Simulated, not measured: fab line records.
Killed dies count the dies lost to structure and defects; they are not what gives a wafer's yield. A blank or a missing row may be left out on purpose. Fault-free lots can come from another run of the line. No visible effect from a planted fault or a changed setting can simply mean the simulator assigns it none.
Chamber matching / flow n5_finfet / N5_BEOL_M11_STRIP_36 on rie_diel-04: 4 sister chambers
The step strips in N2/H2. 20 wafers are shown with their chamber, then 10 later ones without.

## WAFERS, EACH WITH ITS CHAMBER
wafer=L077.2; chamber=0; throttle_valve_pct (%)=23.8; drypump_motor_current_A (A)=5.6; showerhead_plenum_p_Torr (Torr)=2.49
wafer=L077.4; chamber=1; throttle_valve_pct (%)=23.9; drypump_motor_current_A (A)=5.4; showerhead_plenum_p_Torr (Torr)=2.50
wafer=L077.6; chamber=2; throttle_valve_pct (%)=23.8; drypump_motor_current_A (A)=5.2; showerhead_plenum_p_Torr (Torr)=2.58
wafer=L078.1; chamber=1; throttle_valve_pct (%)=23.9; drypump_motor_current_A (A)=5.3; showerhead_plenum_p_Torr (Torr)=2.50
wafer=L078.3; chamber=2; throttle_valve_pct (%)=23.8; drypump_motor_current_A (A)=5.1; showerhead_plenum_p_Torr (Torr)=2.58
wafer=L078.4; chamber=3; throttle_valve_pct (%)=23.0; drypump_motor_current_A (A)=4.8; showerhead_plenum_p_Torr (Torr)=2.47
wafer=L084.1; chamber=0; throttle_valve_pct (%)=23.8; drypump_motor_current_A (A)=5.6; showerhead_plenum_p_Torr (Torr)=2.48
wafer=L084.2; chamber=1; throttle_valve_pct (%)=23.8; drypump_motor_current_A (A)=5.4; showerhead_plenum_p_Torr (Torr)=2.50
wafer=L084.3; chamber=3; throttle_valve_pct (%)=23.0; drypump_motor_current_A (A)=4.8; showerhead_plenum_p_Torr (Torr)=2.46
wafer=L084.4; chamber=2; throttle_valve_pct (%)=23.9; drypump_motor_current_A (A)=5.2; showerhead_plenum_p_Torr (Torr)=2.58
wafer=L084.5; chamber=2; throttle_valve_pct (%)=23.8; drypump_motor_current_A (A)=5.2; showerhead_plenum_p_Torr (Torr)=2.58
wafer=L084.6; chamber=1; throttle_valve_pct (%)=23.8; drypump_motor_current_A (A)=5.3; showerhead_plenum_p_Torr (Torr)=2.50
wafer=L086.1; chamber=3; throttle_valve_pct (%)=23.0; drypump_motor_current_A (A)=4.8; showerhead_plenum_p_Torr (Torr)=2.46
wafer=L086.3; chamber=2; throttle_valve_pct (%)=23.9; drypump_motor_current_A (A)=5.2; showerhead_plenum_p_Torr (Torr)=2.58
wafer=L086.5; chamber=2; throttle_valve_pct (%)=23.9; drypump_motor_current_A (A)=5.2; showerhead_plenum_p_Torr (Torr)=2.58
wafer=L090.1; chamber=1; throttle_valve_pct (%)=23.9; drypump_motor_current_A (A)=5.4; showerhead_plenum_p_Torr (Torr)=2.49
wafer=L090.5; chamber=0; throttle_valve_pct (%)=23.8; drypump_motor_current_A (A)=5.6; showerhead_plenum_p_Torr (Torr)=2.48
wafer=L090.6; chamber=3; throttle_valve_pct (%)=23.0; drypump_motor_current_A (A)=4.8; showerhead_plenum_p_Torr (Torr)=2.46
wafer=L089.1; chamber=1; throttle_valve_pct (%)=23.9; drypump_motor_current_A (A)=5.4; showerhead_plenum_p_Torr (Torr)=2.49
wafer=L089.2; chamber=2; throttle_valve_pct (%)=23.9; drypump_motor_current_A (A)=5.2; showerhead_plenum_p_Torr (Torr)=2.57

SIGNATURES (means of the wafers above)
reading=throttle_valve_pct; chamber 0=23.800; chamber 1=23.867; chamber 2=23.857; chamber 3=23.000; scatter within a chamber=0.0436
reading=drypump_motor_current_A; chamber 0=5.600; chamber 1=5.367; chamber 2=5.186; chamber 3=4.800; scatter within a chamber=0.037
reading=showerhead_plenum_p_Torr; chamber 0=2.4833; chamber 1=2.4967; chamber 2=2.5786; chamber 3=2.4625; scatter within a chamber=0.00475
Rule: a wafer lies at a distance from a chamber equal to the root of the sum of squares, over the readings, of (its reading less the chamber's mean, divided by the reading's scatter). If the next closest chamber is less than 2 further off than the closest, the wafer can't be placed; otherwise it belongs to the closest. How the scatter is found: for the shown wafers, subtract from each reading the mean of its chamber, square and add these, divide the total by (wafers less chambers), then take the root.

## WAFERS WITH NO CHAMBER GIVEN
wafer=L089.6; throttle_valve_pct (%)=23.9; drypump_motor_current_A (A)=5.4; showerhead_plenum_p_Torr (Torr)=2.49
wafer=L095.3; throttle_valve_pct (%)=23.0; drypump_motor_current_A (A)=4.8; showerhead_plenum_p_Torr (Torr)=2.45
wafer=L095.4; throttle_valve_pct (%)=23.9; drypump_motor_current_A (A)=5.4; showerhead_plenum_p_Torr (Torr)=2.49
wafer=L095.6; throttle_valve_pct (%)=23.9; drypump_motor_current_A (A)=5.2; showerhead_plenum_p_Torr (Torr)=2.57
wafer=L096.1; throttle_valve_pct (%)=23.0; drypump_motor_current_A (A)=4.8; showerhead_plenum_p_Torr (Torr)=2.45
wafer=L096.5; throttle_valve_pct (%)=23.9; drypump_motor_current_A (A)=5.3; showerhead_plenum_p_Torr (Torr)=2.49
wafer=L096.6; throttle_valve_pct (%)=23.8; drypump_motor_current_A (A)=5.6; showerhead_plenum_p_Torr (Torr)=2.48
wafer=L097.4; throttle_valve_pct (%)=23.8; drypump_motor_current_A (A)=5.7; showerhead_plenum_p_Torr (Torr)=2.48
wafer=L097.5; throttle_valve_pct (%)=23.9; drypump_motor_current_A (A)=5.2; showerhead_plenum_p_Torr (Torr)=2.57
wafer=L097.6; throttle_valve_pct (%)=23.9; drypump_motor_current_A (A)=5.4; showerhead_plenum_p_Torr (Torr)=2.49

## EACH ONE'S CHAMBER
wafer=L089.6; from the rows above=1; in truth=1
wafer=L095.3; from the rows above=3; in truth=3
wafer=L095.4; from the rows above=1; in truth=1
wafer=L095.6; from the rows above=2; in truth=2
wafer=L096.1; from the rows above=3; in truth=3
wafer=L096.5; from the rows above=1; in truth=1
wafer=L096.6; from the rows above=0; in truth=0
wafer=L097.4; from the rows above=0; in truth=0
wafer=L097.5; from the rows above=2; in truth=2
wafer=L097.6; from the rows above=1; in truth=1
Correctly placed: 10 of 10. Number that these rows cannot place: 0. Number placed wrongly: 0.
